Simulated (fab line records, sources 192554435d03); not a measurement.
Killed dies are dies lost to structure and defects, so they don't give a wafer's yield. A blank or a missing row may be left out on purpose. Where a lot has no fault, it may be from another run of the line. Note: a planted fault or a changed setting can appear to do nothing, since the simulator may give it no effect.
2 desks, one fault    flow n5 finfet    every desk sees just its own numbers, and what lay behind them comes last

AT THE METROLOGY DESK
Means of the sampled wafers that have a number, per lot and without regard to the tool the lot ran on: this is what the gauges read. Marked OUT: a lot whose mean sits more than 4 standard deviations from the usual mean, which makes it out of limits; the brackets give that distance. Of its 10 readings 7 are shown: those that lie furthest out on some lot.
Columns: A = DIBL_N at N5_BEOL_M4_RC_MEAS_101, usual 35.9 mV/V; B = DIBL_P at N5_BEOL_M4_RC_MEAS_101, usual 35.9 mV/V; C = IOFF_N at N5_BEOL_M4_RC_MEAS_101, usual 0.156 nA/um; D = ION_P at N5_BEOL_M4_RC_MEAS_101, usual 463 uA/um; E = SS_P at N5_BEOL_M4_RC_MEAS_101, usual 73.1 mV/dec; F = VT_N at N5_BEOL_M4_RC_MEAS_101, usual 249.7 mV; G = VT_P at N5_BEOL_M4_RC_MEAS_101, usual -250.2 mV
lot   first seen here  A     B     C      D    E     F      G
L651  day 8 04:08      35.7  33.9  0.155  461  72.8  248.4  -248.9
L654  day 9 05:26      36.7  38.2  0.184  462  73.3  248.2  -251.7
L656  day 9 07:47      33.8  33.7  0.121  463  72.4  253.7  -250.7
L667  day 12 08:43     36.9  36.3  0.154  471  73.2  249.8  -246.5
L668  day 12 19:05     36.7  38.7  0.182  458  73.5  248.2  -252.2
L669  day 13 05:36     35.4  37.2  0.147  457  72.9  251.2  -253.6
L673  day 13 10:26     38.1  37.4  0.185  462  73.8  248.6  -250.7
L672  day 14 02:27     35.3  34.0  0.128  466  72.9  252.4  -249.9
This desk's finding: nothing out of limits on any of the 8 lots.

TOOL OWNER'S DESK, rie diel-06
The tool's own readings at N5_BEOL_M0_SAQP_STRIP_75 (strips in CF4): means of the sampled wafers that have a number, for each lot that ran on this tool. Marked OUT: a lot whose mean sits more than 4 standard deviations from the usual mean, which makes it out of limits; the brackets give that distance.
Columns: A = bias power w at N5_BEOL_M0_SAQP_STRIP_75, usual 75.01 W; B = cf4 flow sccm at N5_BEOL_M0_SAQP_STRIP_75, usual 150.0 sccm; C = drypump motor current A at N5_BEOL_M0_SAQP_STRIP_75, usual 5.7 A; D = oes product au at N5_BEOL_M0_SAQP_STRIP_75, usual 0.186 a.u.; E = rf vpp V at N5_BEOL_M0_SAQP_STRIP_75, usual 270.8 V; F = showerhead plenum p Torr at N5_BEOL_M0_SAQP_STRIP_75, usual 1.78 Torr; G = throttle valve pct at N5_BEOL_M0_SAQP_STRIP_75, usual 13.44 %
lot   first seen here  A      B      C    D      E      F     G
L651  day 6 00:16      74.89  150.0  5.8  0.194  270.5  1.76  13.28
L654  day 6 19:39      74.96  149.9  5.6  0.164  270.5  1.77  13.45
L656  day 7 01:12      74.97  150.3  6.4  0.203  272.7  1.84  13.35
This desk's finding: nothing out of limits on any of the 3 lots.

PUT TOGETHER
At the metrology desk, nothing out of limits was observed.
The desk of the tool owner found nothing out of limits.

WHAT THE SIMULATOR HAD INSERTED
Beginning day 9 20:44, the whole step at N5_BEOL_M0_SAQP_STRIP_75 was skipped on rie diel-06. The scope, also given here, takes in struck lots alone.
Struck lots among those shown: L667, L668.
